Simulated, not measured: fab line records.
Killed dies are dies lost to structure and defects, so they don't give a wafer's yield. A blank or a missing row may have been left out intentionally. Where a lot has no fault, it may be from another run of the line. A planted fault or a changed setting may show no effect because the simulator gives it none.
fab line records | flow n5-finfet | part 1 of 2: steps 1 to 6 of 7
[record] lots = 8 | wafers = 24 | last-day = 21
route steps=1938 shown FIN_CUT@168 STI_FIN_REVEAL@190 BEOL_M4@1111 PASSIVATION@1936
lots with no fault: from the same line, run without faults
start-h: hours from the record's first day to the start of the lot's first wafer shown | wait-h: hours from the lot's prior step to this one | " repeats the value in the row above | L1.1+2: a single row standing in for several wafers | - no value, or no start was given | * or withheld: withheld | < > ~ a bound
route shown NAME@n: a module of which the file shows steps, and the number in the route of the first | usual: the fault-free wafers' mean and standard deviation | same: alike in all rows | chamber/n: place in a boat | sites: readings site by site | _std_site: the standard deviation of these | _edge_site: inner sites' mean taken away from outer sites' mean | radius-mm: how far each site lies from the wafer's centre | mask NAME#n: copy n | behind: the last tool/chamber to shape the wafer | hold: why the lot was held/for how many hours/how that ended | device: the n, p or np transistor that did not switch | end of line: tests of these same wafers at the route's end | a step with no rows: only its recipe | killed: dies that structure and defects cost at the first sort, which is not the same as the wafer's yield | map: dies across one wafer; x = killed, . = not, _ = none there
set.NAME: the setting as run; set.NAME@STEP: as run at that earlier step | model.NAME: the simulator's own value behind a step, which no gauge read
one table for each step of the route and one row for each wafer, over a sample of lots
services: a tool's chamber out of use, with start hour (start-h, from the record's first day; less than 0 if before it), hours out, and reason
[[steps]]
[step N5_FIN_CUT_ETCH_20]
[recipe] chemistry = CF4 | target = SiARC | target-depth-a = 260 | mask-material = CAR-EUV | time-s = 43.3 | ion-energy-ev = 80 | pressure-mtorr = 40 | source-w = 545 | bias-w = 36 | Ar_flow_sccm = 100 | cf4-flow-sccm = 100 | ends = cleared
[usual] chamber-pressure-mTorr = 40.00/0.033 | drypump-motor-current-A = 5.8/0.36 | etch-rf-on-time-s = 43.3/0.62 | oes-product-au = 0.69/0.078 | rf-vpp-V = 184.0/1.1 | showerhead-plenum-p-Torr = 2.14/0.062 | throttle-valve-pct = 15.61/0.21
lot.wafer | tool        | chamber | start-h | wait-h | chamber-pressure-mTorr | drypump-motor-current-A | etch-rf-on-time-s | oes-product-au | rf-hours-counter-h | rf-vpp-V | showerhead-plenum-p-Torr | throttle-valve-pct
L370.1    | rie-diel-01 | 3       | 27.42   | 0.0    | 40.02                  | 6.1                     | 42.8              | 0.61           | 235                | 184.5    | 2.20                     | 15.80
L370.3    | "           | 0       | "       | "      | 39.98                  | 5.4                     | 43.8              | 0.60           | 216                | 182.7    | 2.12                     | 15.92
L370.5    | "           | 2       | "       | "      | 40.05                  | 5.7                     | 43.0              | 0.76           | -                  | 185.2    | 2.19                     | 15.68
L371.2    | rie-diel-01 | 2       | 32.94   | 0.0    | 39.97                  | 5.7                     | 43.4              | 0.76           | 24                 | 186.0    | 2.19                     | 15.69
L371.4    | "           | 0       | "       | "      | 40.02                  | 5.4                     | 44.4              | 0.60           | 218                | 184.0    | 2.12                     | 15.95
L371.5    | "           | 1       | "       | "      | 39.96                  | 5.6                     | 44.1              | 0.64           | -                  | 181.0    | 2.04                     | 15.80
L373.1    | rie-diel-06 | 1       | 46.78   | 0.0    | 40.03                  | 6.2                     | 43.7              | 0.58           | 227                | 184.3    | 2.12                     | 16.03
L373.4    | "           | 0       | "       | "      | 39.96                  | 6.5                     | 43.8              | 0.68           | 104                | 185.7    | 2.24                     | 15.49
L373.6    | "           | 1       | "       | "      | 40.03                  | 6.3                     | 43.7              | 0.58           | -                  | 184.2    | 2.12                     | 16.03
L374.4    | rie-diel-06 | 1       | 51.52   | 0.0    | 40.05                  | 6.3                     | 43.4              | 0.58           | 229                | 184.4    | 2.12                     | 16.04
L374.5    | "           | 2       | "       | "      | 39.98                  | 5.5                     | 43.2              | 0.72           | -                  | 184.1    | 2.17                     | 15.43
L374.6    | "           | 3       | "       | "      | 40.11                  | 5.8                     | 43.7              | 0.61           | -                  | 182.9    | 2.04                     | 15.45
L379.2    | rie-diel-01 | 2       | 83.23   | 0.0    | 39.98                  | 5.7                     | 43.7              | 0.73           | 40                 | 185.0    | 2.18                     | 15.72
L379.3    | "           | 1       | "       | "      | 39.95                  | 5.6                     | 44.1              | 0.63           | 202                | 182.2    | 2.04                     | 15.83
L379.4    | "           | 0       | "       | "      | 40.00                  | 5.4                     | 44.5              | 0.58           | -                  | 184.4    | 2.12                     | 15.97
L380.4    | rie-diel-01 | 2       | 87.41   | 0.0    | 40.01                  | 5.7                     | 43.3              | 0.73           | -                  | 184.2    | 2.18                     | 15.75
L380.5    | "           | 1       | "       | "      | 39.98                  | 5.6                     | 43.9              | 0.62           | -                  | 182.1    | 2.04                     | 15.83
L380.6    | "           | 0       | "       | "      | 39.99                  | 5.4                     | 44.4              | 0.59           | -                  | 183.9    | 2.12                     | 15.98
L386.3    | rie-diel-03 | 1       | 123.11  | 0.0    | 39.95                  | 5.2                     | 43.7              | 0.61           | 202                | 185.3    | 2.21                     | 15.49
L386.5    | "           | 1       | "       | "      | 39.95                  | 5.2                     | 43.7              | 0.61           | -                  | 184.5    | 2.21                     | 15.48
L386.6    | "           | 2       | "       | "      | 39.98                  | 5.9                     | 42.1              | 0.75           | -                  | 183.4    | 2.18                     | 15.48
L392.3    | rie-diel-06 | 0       | 159.59  | 0.0    | 39.95                  | 6.5                     | 43.7              | 0.67           | 137                | 183.5    | 2.23                     | 15.54
L392.4    | "           | 3       | "       | "      | 40.04                  | 5.8                     | 43.4              | 0.60           | 225                | 183.2    | 2.03                     | 15.52
L392.6    | "           | 1       | "       | "      | 40.03                  | 6.3                     | 42.6              | 0.84           | -                  | 184.8    | 2.11                     | 15.57
[step N5_FIN_CUT_ETCH_21]
[recipe] chemistry = N2/H2 | target = SOC | target-depth-a = 2190 | overetch-a = 438 | mask-material = SiARC | temp-c = 40 | ion-energy-ev = 100 | bias-w = 61 | time-s = 523.5 | pressure-mtorr = 30 | source-w = 850 | n2-flow-sccm = 200 | h2-flow-sccm = 200
[usual] chamber-pressure-mTorr = 30.000/0.024 | drypump-motor-current-A = 5.8/0.36 | oes-product-au = 0.74/0.08 | rf-vpp-V = 240.6/1.3 | showerhead-plenum-p-Torr = 2.54/0.078 | throttle-valve-pct = 17.82/0.21
[same] time-s = 523.5
lot.wafer | tool        | chamber | start-h | wait-h | chamber-pressure-mTorr | drypump-motor-current-A | oes-product-au | rf-hours-counter-h | rf-vpp-V | showerhead-plenum-p-Torr | throttle-valve-pct
L370.1    | rie-diel-01 | 3       | 27.46   | 0.0    | 30.011                 | 6.1                     | 0.66           | 235                | 241.3    | 2.62                     | 17.99
L370.3    | "           | 0       | "       | "      | 29.997                 | 5.4                     | 0.65           | 217                | 240.0    | 2.52                     | 18.07
L370.5    | "           | 2       | "       | "      | 29.989                 | 5.7                     | 0.82           | -                  | 240.9    | 2.60                     | 17.94
L371.2    | rie-diel-01 | 2       | 32.97   | 0.0    | 30.028                 | 5.7                     | 0.82           | 25                 | 240.8    | 2.60                     | 17.93
L371.4    | "           | 0       | "       | "      | 29.956                 | 5.4                     | 0.66           | 218                | 240.7    | 2.52                     | 18.11
L371.5    | "           | 1       | "       | "      | 30.013                 | 5.6                     | 0.69           | -                  | 241.0    | 2.43                     | 18.10
L373.1    | rie-diel-06 | 1       | 46.82   | 0.0    | 30.045                 | 6.3                     | 0.63           | 228                | 240.2    | 2.51                     | 18.16
L373.4    | "           | 0       | "       | "      | 29.999                 | 6.5                     | 0.75           | 104                | 241.3    | 2.67                     | 17.74
L373.6    | "           | 1       | "       | "      | 30.022                 | 6.3                     | 0.62           | -                  | 242.4    | 2.51                     | 18.17
L374.4    | rie-diel-06 | 1       | 51.56   | 0.0    | 29.982                 | 6.3                     | 0.62           | 229                | 240.5    | 2.51                     | 18.17
L374.5    | "           | 2       | "       | "      | 29.995                 | 5.5                     | 0.78           | -                  | 240.9    | 2.58                     | 17.58
L374.6    | "           | 3       | "       | "      | 29.988                 | 5.8                     | 0.66           | -                  | 239.0    | 2.42                     | 17.63
L379.2    | rie-diel-01 | 2       | 83.27   | 0.0    | 29.971                 | 5.7                     | 0.80           | 40                 | 239.1    | 2.59                     | 17.97
L379.3    | "           | 1       | "       | "      | 30.016                 | 5.6                     | 0.68           | 202                | 238.0    | 2.42                     | 18.13
L379.4    | "           | 0       | "       | "      | 30.027                 | 5.4                     | 0.65           | -                  | 238.9    | 2.51                     | 18.12
L380.4    | rie-diel-01 | 2       | 87.58   | 0.2    | 29.996                 | 5.7                     | 0.79           | -                  | 240.1    | 2.59                     | 17.97
L380.5    | "           | 1       | "       | "      | 30.020                 | 5.6                     | 0.68           | -                  | 237.1    | 2.42                     | 18.14
L380.6    | "           | 0       | "       | "      | 30.011                 | 5.4                     | 0.65           | -                  | 239.6    | 2.51                     | 18.14
L386.3    | rie-diel-03 | 1       | 123.15  | 0.0    | 30.001                 | 5.2                     | 0.65           | 202                | 241.5    | 2.63                     | 17.67
L386.5    | "           | 1       | "       | "      | 29.992                 | 5.2                     | 0.66           | -                  | 240.3    | 2.63                     | 17.68
L386.6    | "           | 2       | "       | "      | 29.989                 | 5.9                     | 0.80           | -                  | 240.4    | 2.60                     | 17.77
L392.3    | rie-diel-06 | 0       | 159.63  | 0.0    | 30.018                 | 6.5                     | 0.71           | 137                | 242.6    | 2.65                     | 17.80
L392.4    | "           | 3       | "       | "      | 30.021                 | 5.8                     | 0.64           | 225                | 239.1    | 2.41                     | 17.70
L392.6    | "           | 1       | "       | "      | 30.033                 | 6.3                     | 0.90           | -                  | 239.8    | 2.50                     | 17.75
[step N5_STI_FIN_REVEAL_ETCHBACK_08]
[recipe] chemistry = C4F6/O2 | target = SiO2 | target-depth-a = 305 | time-s = 10.167 | ion-energy-ev = 250 | pressure-mtorr = 30 | source-w = 345 | bias-w = 185 | Ar_flow_sccm = 300 | C4F6_flow_sccm = 10 | O2_flow_sccm = 10
[usual] C4F6_flow_sccm = 9.998/0.027 | chamber-pressure-mTorr = 29.998/0.027 | drypump-motor-current-A = 5.7/0.36 | oes_o_777_au = 0.76/0.055 | oes-product-au = 0.75/0.059 | rf-vpp-V = 666/7.2 | showerhead-plenum-p-Torr = 2.86/0.11 | throttle-valve-pct = 21.25/0.13
[same] time-s = 10.167
lot.wafer | tool        | chamber | start-h | wait-h | C4F6_flow_sccm | chamber-pressure-mTorr | drypump-motor-current-A | oes_o_777_au | oes-product-au | rf-hours-counter-h | rf-vpp-V | showerhead-plenum-p-Torr | throttle-valve-pct
L370.1    | rie-diel-05 | 3       | 34.11   | 0.2    | 10.005         | 29.977                 | 6.6                     | 0.75         | 0.73           | 137                | 663      | 2.97                     | 21.20
L370.3    | "           | 2       | "       | "      | 10.020         | 29.997                 | 5.8                     | 0.75         | 0.74           | 173                | 659      | 2.95                     | 21.49
L370.5    | "           | 1       | "       | "      | 9.997          | 30.019                 | 5.4                     | 0.72         | 0.70           | -                  | 654      | 2.72                     | 21.22
L371.2    | rie-diel-05 | 3       | 39.53   | 0.2    | 10.066         | 29.965                 | 6.6                     | 0.75         | 0.74           | 139                | 664      | 2.97                     | 21.18
L371.4    | "           | 1       | "       | "      | 9.945          | 30.029                 | 5.4                     | 0.71         | 0.69           | 208                | 655      | 2.72                     | 21.24
L371.5    | "           | 2       | "       | "      | 9.968          | 30.001                 | 5.8                     | 0.74         | 0.74           | -                  | 660      | 2.95                     | 21.50
L373.1    | rie-diel-02 | 1       | 53.32   | 0.2    | 9.984          | 30.029                 | 5.8                     | 0.80         | 0.78           | 123                | 664      | 2.97                     | 21.08
L373.4    | "           | 2       | "       | "      | 10.011         | 29.985                 | 5.7                     | 0.84         | 0.86           | 54                 | 675      | 3.00                     | 21.17
L373.6    | "           | 3       | "       | "      | 9.993          | 29.928                 | 5.6                     | 0.80         | 0.80           | -                  | 663      | 2.76                     | 21.28
L374.4    | rie-diel-05 | 2       | 59.11   | 0.1    | 10.009         | 29.974                 | 5.8                     | 0.74         | 0.73           | 181                | 660      | 2.95                     | 21.49
L374.5    | "           | 2       | "       | "      | 10.008         | 30.019                 | 5.8                     | 0.74         | 0.73           | -                  | 659      | 2.95                     | 21.49
L374.6    | "           | 1       | "       | "      | 10.023         | 29.984                 | 5.4                     | 0.71         | 0.69           | -                  | 655      | 2.71                     | 21.23
L379.2    | rie-diel-05 | 1       | 90.10   | 0.3    | 9.966          | 30.000                 | 5.4                     | 0.71         | 0.68           | 225                | 655      | 2.71                     | 21.26
L379.3    | "           | 0       | "       | "      | 9.976          | 29.967                 | 6.3                     | 0.69         | 0.70           | 242                | 682      | 2.91                     | 21.42
L379.4    | "           | 2       | "       | "      | 10.039         | 29.979                 | 5.7                     | 0.73         | 0.73           | 192                | 658      | 2.94                     | 21.53
L380.4    | rie-diel-02 | 2       | 93.91   | 0.1    | 9.972          | 29.945                 | 5.7                     | 0.83         | 0.85           | 67                 | 676      | 2.99                     | 21.18
L380.5    | "           | 1       | "       | "      | 9.958          | 30.027                 | 5.8                     | 0.79         | 0.76           | -                  | 665      | 2.97                     | 21.11
L380.6    | "           | 0       | "       | "      | 10.019         | 29.988                 | 5.6                     | 0.75         | 0.74           | -                  | 669      | 2.74                     | 21.07
L386.3    | rie-diel-02 | 2       | 130.66  | 0.2    | 10.037         | 29.986                 | 5.7                     | 0.83         | 0.82           | 79                 | 674      | 2.98                     | 21.19
L386.5    | "           | 0       | "       | "      | 10.014         | 30.021                 | 5.6                     | 0.73         | 0.72           | -                  | 668      | 2.73                     | 21.11
L386.6    | "           | 3       | "       | "      | 9.983          | 30.011                 | 5.6                     | 0.78         | 0.79           | -                  | 663      | 2.75                     | 21.31
L392.3    | rie-diel-02 | 2       | 167.59  | 0.1    | 10.033         | 29.970                 | 5.7                     | 0.80         | 0.81           | 92                 | 675      | 2.98                     | 21.21
L392.4    | "           | 1       | "       | "      | 10.033         | 30.009                 | 5.8                     | 0.77         | 0.74           | 161                | 666      | 2.95                     | 21.11
L392.6    | "           | 3       | "       | "      | 10.006         | 29.965                 | 5.6                     | 0.77         | 0.77           | -                  | 663      | 2.74                     | 21.33
[step N5_STI_FIN_REVEAL_RECESS_09]
[recipe] chemistry = HF/NH3 | target = SiO2 | afs-cycles = 11 | target-depth-a = 425 | temp-c = 30 | sublimation-temp-c = 180 | sublimation-time-s = 60
[usual] drypump-motor-current-A = 5.2/0.43
lot.wafer | tool          | chamber | start-h | wait-h | drypump-motor-current-A
L370.1    | vapor-etch-01 | 1       | 34.40   | 0.1    | 5.8
L370.3    | "             | 1       | "       | "      | 5.8
L370.5    | "             | 0       | "       | "      | 4.7
L371.2    | vapor-etch-01 | 0       | 39.78   | 0.0    | 4.7
L371.4    | "             | 1       | "       | "      | 5.8
L371.5    | "             | 0       | "       | "      | 4.7
L373.1    | vapor-etch-01 | 0       | 53.59   | 0.0    | 4.7
L373.4    | "             | 1       | "       | "      | 5.8
L373.6    | "             | 0       | "       | "      | 4.7
L374.4    | vapor-etch-02 | 0       | 59.89   | 0.6    | 5.2
L374.5    | "             | 1       | "       | "      | 5.1
L374.6    | "             | 0       | "       | "      | 5.2
L379.2    | vapor-etch-02 | 0       | 90.35   | 0.0    | 5.2
L379.3    | "             | 0       | "       | "      | 5.2
L379.4    | "             | 1       | "       | "      | 5.1
L380.4    | vapor-etch-01 | 0       | 94.69   | 0.6    | 4.7
L380.5    | "             | 1       | "       | "      | 5.8
L380.6    | "             | 0       | "       | "      | 4.7
L386.3    | vapor-etch-01 | 0       | 131.44  | 0.6    | 4.7
L386.5    | "             | 0       | "       | "      | 4.7
L386.6    | "             | 1       | "       | "      | 5.8
L392.3    | vapor-etch-01 | 0       | 168.38  | 0.6    | 4.8
L392.4    | "             | 1       | "       | "      | 5.8
L392.6    | "             | 0       | "       | "      | 4.7
[step N5_STI_FIN_REVEAL_FIN_H_MEAS_10]
[usual] trench-depth-nm = 51.7/0.58
lot.wafer | tool   | chamber | start-h | wait-h | trench-depth-nm
L370.1    | ocd-01 | -       | 37.10   | 0.0    | 50.6
L370.3    | "      | -       | "       | "      | 51.0
L370.5    | "      | -       | "       | "      | 51.1
L371.2    | ocd-01 | -       | 42.48   | 0.0    | 51.7
L371.4    | "      | -       | "       | "      | 50.7
L371.5    | "      | -       | "       | "      | 51.9
L373.1    | ocd-02 | -       | 56.29   | 0.0    | 51.9
L373.4    | "      | -       | "       | "      | 52.0
L373.6    | "      | -       | "       | "      | 51.0
L374.4    | ocd-01 | -       | 62.07   | 0.0    | 51.9
L374.5    | "      | -       | "       | "      | 51.8
L374.6    | "      | -       | "       | "      | 51.7
L379.2    | ocd-02 | -       | 93.05   | 0.0    | 50.9
L379.3    | "      | -       | "       | "      | 51.6
L379.4    | "      | -       | "       | "      | 52.2
L380.4    | ocd-02 | -       | 96.87   | 0.0    | 50.5
L380.5    | "      | -       | "       | "      | 50.8
L380.6    | "      | -       | "       | "      | 50.9
L386.3    | ocd-01 | -       | 133.61  | 0.0    | 52.0
L386.5    | "      | -       | "       | "      | 51.5
L386.6    | "      | -       | "       | "      | 51.6
L392.3    | ocd-02 | -       | 170.59  | 0.0    | 51.4
L392.4    | "      | -       | "       | "      | 51.4
L392.6    | "      | -       | "       | "      | 46.8
[step N5_BEOL_M4_RC_MEAS_101]
[usual] DIBL_N = 36.3/1.1 | DIBL_P = 36.3/1.4 | IOFF_N = 0.155/0.019 | IOFF_N_85C = 3.0/0.33 | IOFF_N_LIN = 0.073/0.0076 | IOFF_P = 0.211/0.027 | IOFF_P_85C = 3.7/0.39 | ION_N = 672/8.5 | ION_P = 462/5.8 | SS_N = 71.5/0.56 | SS_P = 73.3/0.52 | VT_N = 249.9/2.5 | VT_P = -249.8/2.8
lot.wafer | tool      | chamber | start-h | wait-h | DIBL_N[mV/V] | DIBL_P[mV/V] | IOFF_N[nA/um] | IOFF_N_85C[nA/um] | IOFF_N_LIN[nA/um] | IOFF_P[nA/um] | IOFF_P_85C[nA/um] | ION_N[uA/um] | ION_P[uA/um] | SS_N[mV/dec] | SS_P[mV/dec] | VT_N[mV] | VT_P[mV]
L370.1    | prober-01 | 0       | 196.11  | 0.0    | 39.0         | 37.5         | 0.173         | 3.3               | 0.078             | 0.234         | 4.0               | 668          | 458          | 72.5         | 74.6         | 250.1    | -247.6
L370.3    | "         | 0       | "       | "      | 36.3         | 36.0         | 0.139         | 2.7               | 0.068             | 0.203         | 3.6               | 675          | 463          | 70.9         | 73.4         | 250.3    | -250.4
L370.5    | "         | 0       | "       | "      | 36.8         | 35.1         | 0.135         | 2.7               | 0.064             | 0.192         | 3.3               | 670          | 453          | 72.2         | 73.6         | 253.8    | -255.3
L371.2    | prober-01 | 0       | 210.19  | 0.2    | 37.5         | 38.2         | 0.185         | 3.5               | 0.082             | 0.238         | 4.1               | 676          | 460          | 71.3         | 74.3         | 247.9    | -248.6
L371.4    | "         | 0       | "       | "      | 37.8         | 39.5         | 0.200         | 3.7               | 0.088             | 0.248         | 4.2               | 675          | 459          | 73.1         | 74.2         | 245.3    | -248.1
L371.5    | "         | 0       | "       | "      | 35.0         | 35.7         | 0.143         | 2.9               | 0.068             | 0.190         | 3.4               | 670          | 463          | 71.3         | 73.0         | 250.0    | -251.1
L373.1    | prober-01 | 0       | 219.84  | 0.0    | 35.0         | 36.1         | 0.126         | 2.5               | 0.061             | 0.198         | 3.5               | 669          | 459          | 70.9         | 72.1         | 255.9    | -249.1
L373.4    | "         | 0       | "       | "      | 35.6         | 37.4         | 0.148         | 2.9               | 0.070             | 0.235         | 4.0               | 679          | 473          | 71.3         | 73.1         | 248.9    | -247.1
L373.6    | "         | 0       | "       | "      | 36.1         | 37.8         | 0.149         | 2.9               | 0.068             | 0.227         | 3.9               | 668          | 458          | 71.5         | 72.3         | 251.6    | -248.8
L374.4    | prober-01 | 0       | 238.37  | 0.5    | 37.2         | 37.1         | 0.172         | 3.3               | 0.080             | 0.244         | 4.1               | 676          | 472          | 71.9         | 73.9         | 248.4    | -244.4
L374.5    | "         | 0       | "       | "      | 36.5         | 36.6         | 0.161         | 3.1               | 0.075             | 0.243         | 4.0               | 672          | 467          | 71.8         | 73.0         | 247.0    | -247.3
L374.6    | "         | 0       | "       | "      | 35.9         | 35.2         | 0.140         | 2.8               | 0.066             | 0.227         | 3.9               | 669          | 469          | 71.0         | 72.7         | 252.1    | -248.4
L379.2    | prober-02 | 0       | 311.20  | 0.2    | 35.9         | 36.0         | 0.138         | 2.8               | 0.065             | 0.162         | 3.0               | 662          | 451          | 71.5         | 73.4         | 250.9    | -255.3
L379.3    | "         | 0       | "       | "      | 35.7         | 35.8         | 0.138         | 2.8               | 0.066             | 0.165         | 3.0               | 671          | 455          | 71.1         | 72.9         | 253.8    | -253.9
L379.4    | "         | 0       | "       | "      | 35.2         | 35.6         | 0.128         | 2.6               | 0.062             | 0.158         | 2.9               | 668          | 456          | 70.8         | 72.3         | 255.3    | -256.4
L380.4    | prober-02 | 0       | 322.57  | 0.5    | 36.8         | 35.7         | 0.137         | 2.7               | 0.067             | 0.201         | 3.6               | 677          | 467          | 70.4         | 72.5         | 250.5    | -250.7
L380.5    | "         | 0       | "       | "      | 37.9         | 37.1         | 0.163         | 3.1               | 0.077             | 0.222         | 3.9               | 675          | 468          | 71.6         | 73.2         | 249.0    | -246.1
L380.6    | "         | 0       | "       | "      | 37.7         | 37.4         | 0.156         | 3.0               | 0.074             | 0.216         | 3.8               | 672          | 461          | 71.7         | 74.0         | 248.3    | -251.8
L386.3    | prober-01 | 0       | 351.59  | 0.3    | 35.4         | 36.2         | 0.143         | 2.8               | 0.068             | 0.196         | 3.4               | 665          | 461          | 71.9         | 73.2         | 253.8    | -252.5
L386.5    | "         | 0       | "       | "      | 35.7         | 37.6         | 0.146         | 2.8               | 0.069             | 0.219         | 3.7               | 669          | 463          | 71.4         | 73.5         | 252.3    | -248.9
L386.6    | "         | 0       | "       | "      | 34.8         | 35.6         | 0.134         | 2.6               | 0.064             | 0.186         | 3.2               | 658          | 454          | 72.3         | 73.0         | 252.1    | -251.9
L392.3    | prober-01 | 0       | 401.12  | 0.3    | 35.6         | 35.2         | 0.158         | 3.1               | 0.078             | 0.210         | 3.6               | 682          | 464          | 72.1         | 73.3         | 248.2    | -248.4
L392.4    | "         | 0       | "       | "      | 36.3         | 34.7         | 0.159         | 3.1               | 0.076             | 0.200         | 3.4               | 666          | 459          | 72.0         | 73.4         | 249.2    | -250.9
L392.6    | "         | 0       | "       | "      | 48.6         | 40.4         | 1.044         | 15.2              | 0.107             | 0.471         | 7.0               | 626          | 424          | 88.3         | 78.4         | 250.0    | -248.5
[[key]]
[first-sign] step = N5_STI_FIN_REVEAL_FIN_H_MEAS_10 | reading = trench-depth-nm | direction = down | sigmas = 8.4 | usual = 51.7 | struck = 46.8
[effect] step = N5_BEOL_M4_RC_MEAS_101 | reading = IOFF_N | direction = up | sigmas = 46 | usual = 0.155 | struck = 1.044
[effect] step = N5_BEOL_M4_RC_MEAS_101 | reading = IOFF_N_85C | direction = up | sigmas = 37 | usual = 3.0 | struck = 15.2
[effect] step = N5_BEOL_M4_RC_MEAS_101 | reading = SS_N | direction = up | sigmas = 30 | usual = 71.5 | struck = 88.3
[effect] step = N5_BEOL_M4_RC_MEAS_101 | reading = DIBL_N | direction = up | sigmas = 11 | usual = 36.3 | struck = 48.6
[effect] step = N5_BEOL_M4_RC_MEAS_101 | reading = SS_P | direction = up | sigmas = 9.9 | usual = 73.3 | struck = 78.4
[effect] step = N5_BEOL_M4_RC_MEAS_101 | reading = IOFF_P | direction = up | sigmas = 9.5 | usual = 0.211 | struck = 0.471
[effect] step = N5_BEOL_M4_RC_MEAS_101 | reading = IOFF_P_85C | direction = up | sigmas = 8.5 | usual = 3.7 | struck = 7.0
[effect] step = N5_BEOL_M4_RC_MEAS_101 | reading = ION_P | direction = down | sigmas = 6.4 | usual = 462 | struck = 424
[effect] step = N5_BEOL_M4_RC_MEAS_101 | reading = ION_N | direction = down | sigmas = 5.4 | usual = 672 | struck = 626
[effect] step = N5_BEOL_M4_RC_MEAS_101 | reading = IOFF_N_LIN | direction = up | sigmas = 4.5 | usual = 0.073 | struck = 0.107
[effect] step = N5_BEOL_M4_RC_MEAS_101 | reading = DIBL_P | direction = up | sigmas = 3 | usual = 36.3 | struck = 40.4
[effect] step = N5_PASSIVATION_PROBE_49 | reading = sort_bin_4_leakage | direction = up | sigmas = 99+ | usual = 0 | struck = 91.44
met-at N5_STI_FIN_REVEAL_RECESS_09
struck-lots L392
struck-wafers L392.6
not-acting-at N5_FIN_CUT_ETCH_20,N5_FIN_CUT_ETCH_21,N5_STI_FIN_REVEAL_ETCHBACK_08
onset-between 131.44 168.38
[fault] kind = process-parameter-drift | tool = vapor-etch-01 | chamber = - | onset-h = 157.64 | steps = N5_STI_FIN_REVEAL_RECESS_09 | channel = target-depth-a | offset = -46.074 | shape = step | end-h = 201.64 | scope = struck-wafers-only | acts-in = these-recipes-only | stated = 425
